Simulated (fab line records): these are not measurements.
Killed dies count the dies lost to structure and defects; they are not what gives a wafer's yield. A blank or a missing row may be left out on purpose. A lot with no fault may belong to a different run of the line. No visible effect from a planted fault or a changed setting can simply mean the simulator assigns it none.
The same fault as seen by 2 desks / flow n5Finfet / each desk holds nothing but its own numbers, with what lay behind them at the end

== AT THE METROLOGY DESK ==
What the gauges read for every lot (on any tool): the sampled wafers with a number, averaged. The brackets show how far a lot's mean lies from the usual mean; more than 4 standard deviations puts the lot out of limits, marked OUT. Readings shown: 7 out of 11 (the first out of limits, and those lying furthest out on some lot).
Columns: A = VG_OVL at N5_MOL_CONTACT_COAG_OVL_MEAS_85, usual -0.9 nm; B = IOFF_N at N5_BEOL_M4_RC_MEAS_101, usual 0.16 nA/um; C = IOFF_P at N5_BEOL_M4_RC_MEAS_101, usual 0.22 nA/um; D = ION_P at N5_BEOL_M4_RC_MEAS_101, usual 463 uA/um; E = SS_N at N5_BEOL_M4_RC_MEAS_101, usual 71.6 mV/dec; F = VT_N at N5_BEOL_M4_RC_MEAS_101, usual 250 mV; G = VT_P at N5_BEOL_M4_RC_MEAS_101, usual -250 mV
lot=L364; first seen here=day 5 14:34; A=0.1; B=0.16; C=0.20; D=459; E=71.6; F=250; G=-255
lot=L365; first seen here=day 5 19:33; A=0.4; B=0.21; C=0.29; D=473; E=71.9; F=248; G=-246
lot=L367; first seen here=day 6 06:26; A=-0.9; B=0.15; C=0.19; D=451; E=71.8; F=251; G=-255
lot=L371; first seen here=day 7 02:35; A=-0.1; B=0.14; C=0.19; D=454; E=72.0; F=254; G=-251
lot=L374; first seen here=day 7 21:54; A=0.0; B=0.15; C=0.21; D=466; E=71.4; F=250; G=-249
lot=L377; first seen here=day 8 18:17; A=12.6 (+16) OUT; B=-; C=-; D=-; E=-; F=-; G=-
lot=L378; first seen here=day 8 21:57; A=11.3 (+14) OUT; B=0.13; C=0.19; D=461; E=71.5; F=253; G=-254
lot=L380; first seen here=day 9 10:52; A=-0.9; B=0.18; C=0.24; D=462; E=71.5; F=250; G=-247
lot=L383; first seen here=day 9 23:22; A=-0.7; B=0.14; C=0.18; D=456; E=70.7; F=252; G=-255
lot=L384; first seen here=day 10 12:22; A=-1.2; B=0.15; C=0.22; D=465; E=71.6; F=252; G=-250
This desk's finding: out of limits on L377, L378; first on L377, day 8 18:17 (VG_OVL at N5_MOL_CONTACT_COAG_OVL_MEAS_85). In limits: L364, L365, L367, L371, L374, L380, L383, L384.

== DESK OF THE TOOL OWNER: euvScanner-01 ==
The tool's own readings at N5_MOL_CONTACT_COAG_EXPOSE_81 (exposes mask VG, defocus 0 nm): means of the sampled wafers that have a number, for each lot that ran on this tool. The brackets show how far a lot's mean lies from the usual mean; more than 4 standard deviations puts the lot out of limits, marked OUT.
Columns: A = focusOffsetNm at N5_MOL_CONTACT_COAG_EXPOSE_81, usual 0.0 nm
lot=L364; first seen here=day 5 14:24; A=-0.2
lot=L367; first seen here=day 6 06:16; A=0.3
lot=L377; first seen here=day 8 18:07; A=-0.5
lot=L378; first seen here=day 8 21:47; A=-0.2
Finding of this desk: none of the 4 lots has anything out of limits.

== BROUGHT TOGETHER ==
At day 8 18:17 the metrology desk could have sounded an alarm, on L377, L378.
Nothing out of limits was seen by the tool owner's desk.
On record at the tool owner's desk: L377, L378, within its limits.
All the named lots went through N5_MOL_CONTACT_COAG_EXPOSE_81 on euvScanner-01.

== WHAT WAS PUT IN BY THE SIMULATOR ==
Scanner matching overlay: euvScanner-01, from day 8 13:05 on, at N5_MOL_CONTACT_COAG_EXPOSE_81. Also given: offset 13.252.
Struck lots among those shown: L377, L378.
Per desk, hours elapsed from the start of the fault to the first reading out of limits: for the metrology desk, 5.
